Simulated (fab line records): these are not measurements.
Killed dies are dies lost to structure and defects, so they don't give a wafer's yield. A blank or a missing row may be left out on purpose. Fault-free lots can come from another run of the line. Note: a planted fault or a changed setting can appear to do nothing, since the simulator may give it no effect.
fab line records | flow n5_finfet | part 2 of 2: steps 23 to 28 of 28
[record] lots = 5 wafers = 15 last_day = 17
route steps=1938 shown FIN_SAQP@99
lots with no fault: from the same line, run without faults
start_h: start of the lot's first displayed wafer, in hours after the record's first day | wait_h: hours from the lot's prior step to this one | " unchanged from the row above | L1.1+2: several wafers, shown together as one row | - either no value or no given start | * or withheld: withheld | < > ~ a bound
route shown NAME@n: a module of which the file shows steps, and the number in the route of the first | usual: the fault-free wafers' mean and standard deviation | same: alike in all rows | chamber/n: place in a boat | sites: each site's reading | _std_site: the standard deviation of these | _edge_site: the outer-site mean with the inner-site mean subtracted | radius_mm: how far each site lies from the wafer's centre | mask NAME#n: copy n | behind: the tool/chamber that last shaped the wafer | hold: reason for holding the lot/hours on hold/outcome of the hold | device: the n, p or np transistor that did not switch | end of line: tests run on the same wafers once the route is complete | a step with no rows: only its recipe | killed: at the first sort, the dies lost to defects and structure; wafer yield is something else | map: dies across one wafer; x = killed, . = not, _ = none there
set.NAME: setting as actually run; set.NAME@STEP: the setting as run at that earlier step | model.NAME: the simulator's own value behind a step, which no gauge read
a table for each step, a row for each wafer; lots at some steps of the route
services: the hour from which a tool's chamber was out of use, counted from the record's first day as start_h (under 0 if before that day), plus the number of hours and why
[[steps]]
[step N5_FIN_SAQP_STRIP_55]
[recipe] chemistry = N2/H2 power_w = 500 temp_c = 40 pressure_mtorr = 50 rf_frequency_hz = 6e+07 overash_fraction = 0.3 bias_power_w = 28 h2_frac = 0.5 n2_flow_sccm = 300 h2_flow_sccm = 300
[usual] drypump_motor_current_A = 5.7/0.58 oes_product_au = 0.76/0.079 power_w = 500.0/1.6 rf_vpp_V = 121.8/1.6 showerhead_plenum_p_Torr = 3.37/0.11 throttle_valve_pct = 19.1/0.35
// columns lot.wafer tool chamber start_h wait_h drypump_motor_current_A oes_product_au power_w rf_hours_counter_h rf_vpp_V showerhead_plenum_p_Torr throttle_valve_pct
L074.1 rie_diel-05 3 23.28 0.1 6.4 0.74 500.0 209 123.2 3.48 19.0
L074.4 " 2 " " 5.3 0.68 500.7 246 121.9 3.43 18.6
L074.6 " 2 " " 5.3 0.69 500.3 - 121.6 3.43 18.6
L080.2 rie_diel-04 2 58.11 0.4 5.7 0.70 499.0 213 122.1 3.31 19.0
L080.4 " 0 " " 6.7 0.76 499.5 143 124.1 3.50 19.0
L080.6 " 2 " " 5.7 0.70 501.8 - 121.1 3.31 19.0
L090.3 rie_diel-06 3 118.40 0.1 5.9 0.82 497.6 72 122.8 3.41 18.7
L090.4 " 1 " " 4.8 0.71 500.7 189 125.2 3.32 18.8
L090.6 " 1 " " 4.8 0.72 500.4 - 122.5 3.32 18.8
L095.2 rie_diel-04 3 148.45 0.1 6.2 0.79 500.3 112 119.4 3.24 19.7
L095.5 " 3 " " 6.2 0.79 499.5 - 120.1 3.24 19.6
L095.6 " 2 " " 5.7 0.68 499.4 - 120.7 3.29 19.0
L097.1 rie_diel-05 0 161.31 0.1 4.8 0.66 501.4 236 120.2 3.18 19.2
L097.3 " 3 " " 6.3 0.97 495.9 3 121.5 3.45 18.7
L097.4 " 1 " " 5.4 0.66 497.2 247 119.2 3.18 19.6
[step N5_FIN_SAQP_STRIP_23]
[recipe] chemistry = SPM time_s = 750 temp_c = 130 h2so4_h2o2_vol_ratio = 4
// columns lot.wafer tool chamber start_h wait_h
L074.1+4+6 wet_bench-05 3,4,2 23.37 -
L080.2+4+6 wet_bench-06 3,2,1 58.18 -
L090.3+4+6 wet_bench-05 5,6,2 118.47 -
L095.2+5+6 wet_bench-03 4,2,7 148.52 -
L097.1+3+4 wet_bench-05 1,6,3 161.37 -
[step N5_FIN_SAQP_SRD_66]
[recipe] dry = ipa_marangoni time_s = 30 temp_c = 23 rinse_liquid = diw
// columns lot.wafer tool chamber start_h wait_h
L074.1+4+6 wet_bench-05 3,4,2 23.58 0.0
L080.2+4+6 wet_bench-06 3,2,1 58.39 0.0
L090.3+4+6 wet_bench-05 5,6,2 118.67 0.0
L095.2+5+6 wet_bench-03 4,2,7 148.73 0.0
L097.1+3+4 wet_bench-05 1,6,3 161.58 0.0
[step N5_FIN_SAQP_RECESS_75]
[recipe] chemistry = HF/NH3 target = SiO2 target_depth_a = 144 afs_cycles = 3 temp_c = 30 sublimation_temp_c = 180 sublimation_time_s = 60
[usual] drypump_motor_current_A = 5.9/0.41 foreline_p_Torr = 0.1280/0.00055 sublimation_temp_c = 179.99/0.16
// columns lot.wafer tool chamber start_h wait_h drypump_motor_current_A foreline_p_Torr sublimation_temp_c
L074.1 vapor_etch-02 1 23.63 0.0 6.5 0.1278 180.12
L074.4 " 1 " " 6.5 0.1271 180.00
L074.6 " 1 " " 6.5 0.1267 180.22
L080.2 vapor_etch-01 0 58.44 0.0 6.1 0.1276 179.81
L080.4 " 0 " " 6.0 0.1281 179.65
L080.6 " 1 " " 5.7 0.1287 180.14
L090.3 vapor_etch-01 1 118.84 0.1 5.7 0.1276 180.22
L090.4 " 0 " " 6.1 0.1277 179.93
L090.6 " 0 " " 6.1 0.1281 179.94
L095.2 vapor_etch-02 0 148.77 0.0 5.4 0.1277 180.06
L095.5 " 0 " " 5.5 0.1277 179.90
L095.6 " 1 " " 6.5 0.1279 179.98
L097.1 vapor_etch-02 1 161.74 0.1 6.5 0.1279 180.21
L097.3 " 0 " " 5.4 0.1279 180.08
L097.4 " 1 " " 6.5 0.1275 179.89
[step N5_FIN_SAQP_SPACER1_ALD_24]
[recipe] material = SiO2 target_thk_a = 203 temp_c = 300 ald_precursor_family = BDEAS ald_co_reactant = O2-plasma pulse_time_s = 1 purge_time_s = 2 co_reactant_purge_time_s = 2 ald_cycles = 218 pressure_torr = 2
[usual] heater_power_outer_w = 258/43 heater_power_w = 465/70 precursor_pulse_height_rel = 1.000/0.021
// columns lot.wafer tool chamber start_h wait_h heater_power_outer_w heater_power_w precursor_pulse_height_rel since_wet_clean_h
L074.1 ald_sin-03 3 24.01 0.3 238 430 0.986 213
L074.4 " 2 " " 275 457 1.009 213
L074.6 " 3 " " 232 415 0.977 -
L080.2 ald_sin-04 1 59.15 0.6 206 413 0.963 52
L080.4 " 0 " " 225 408 1.005 52
L080.6 " 1 " " 210 405 1.018 -
L090.3 ald_sin-04 3 119.11 0.1 211 395 0.966 112
L090.4 " 0 " " 231 408 1.043 112
L090.6 " 3 " " 217 392 1.018 -
L095.2 ald_sin-04 2 149.16 0.3 258 472 1.020 142
L095.5 " 1 " " 215 416 1.021 -
L095.6 " 3 " " 209 395 1.025 -
L097.1 ald_sin-02 0 162.12 0.3 276 535 1.018 260
L097.3 " 1 " " 378 639 1.008 260
L097.4 " 3 " " 270 487 0.996 260
[step N5_FIN_SAQP_SPACER1_ETCHBACK_25]
[recipe] chemistry = CHF3/O2 mode = anisotropic_etchback target = SiO2 target_depth_a = 244 time_s = 12.2 pressure_mtorr = 30 source_w = 650 bias_w = 170 Ar_flow_sccm = 200 CHF3_flow_sccm = 50 O2_flow_sccm = 5 ion_energy_ev = 200
[usual] CHF3_flow_sccm = 49.99/0.15 drypump_motor_current_A = 5.7/0.59 oes_ar_750_au = 0.75/0.059 oes_product_au = 0.76/0.066 rf_vpp_V = 531/15 showerhead_plenum_p_Torr = 2.42/0.085 throttle_valve_pct = 19.04/0.3
// columns lot.wafer tool chamber start_h wait_h CHF3_flow_sccm drypump_motor_current_A oes_ar_750_au oes_product_au rf_hours_counter_h rf_vpp_V showerhead_plenum_p_Torr throttle_valve_pct
L074.1 rie_diel-04 0 24.76 0.4 49.92 6.7 0.78 0.80 130 549 2.52 18.83
L074.4 " 1 " " 49.92 5.9 0.76 0.75 180 513 2.51 19.51
L074.6 " 1 " " 49.92 5.9 0.75 0.75 - 513 2.51 19.49
L080.2 rie_diel-06 2 59.86 0.4 50.22 5.1 0.84 0.84 45 541 2.58 18.65
L080.4 " 0 " " 49.73 6.2 0.71 0.72 202 515 2.38 19.28
L080.6 " 1 " " 50.04 4.8 0.75 0.73 - 507 2.39 18.93
L090.3 rie_diel-05 3 119.82 0.4 49.76 6.3 0.70 0.69 246 540 2.46 19.08
L090.4 " 0 " " 49.87 4.8 0.72 0.69 219 529 2.30 19.20
L090.6 " 0 " " 49.94 4.8 0.71 0.70 - 528 2.30 19.19
L095.2 rie_diel-04 0 149.87 0.4 49.82 6.7 0.75 0.75 172 550 2.50 18.93
L095.5 " 0 " " 50.02 6.7 0.74 0.75 - 548 2.50 18.92
L095.6 " 1 " " 50.02 5.9 0.72 0.70 - 513 2.49 19.57
L097.1 rie_diel-05 2 162.86 0.4 49.69 5.3 0.84 0.87 42 520 2.42 18.36
L097.3 " 3 " " 50.09 6.3 0.96 0.99 3 540 2.46 18.70
L097.4 " 0 " " 50.04 4.8 0.70 0.69 236 526 2.30 19.21
[[services]]
// columns tool chamber start_h hours kind
ald_sin-04 - 1.35 2.2 repair
rie_diel-06 - 5.10 1.6 repair
arfi_scanner-01 - 5.27 4.9 pm
rie_si-03 - 11.40 1.4 repair
arfi_scanner-02 - 22.66 1.0 pm
vapor_etch-01 - 24.25 1.3 repair
arfi_scanner-02 - 27.63 1.1 repair
vapor_etch-02 - 29.39 0.3 repair
arfi_scanner-02 - 31.60 0.8 repair
rie_si-03 1 51.92 2.9 repair
vapor_etch-01 - 54.88 0.5 repair
rie_diel-05 - 61.60 0.2 repair
arfi_scanner-01 - 63.50 1.3 pm
arfi_scanner-01 - 67.31 1.7 repair
vapor_etch-01 - 70.97 2.8 pm
arfi_scanner-02 - 71.20 4.9 pm
pecvd-03 - 80.90 2.8 pm
pecvd-01 1 88.23 5.4 repair
arfi_scanner-02 - 90.56 1.3 pm
rie_si-03 2 99.67 9.3 repair
rie_diel-04 0 138.65 5.3 repair
pecvd-03 - 138.88 0.5 repair
ald_sin-04 0 141.81 9.5 repair
rie_diel-06 0 147.08 5.7 repair
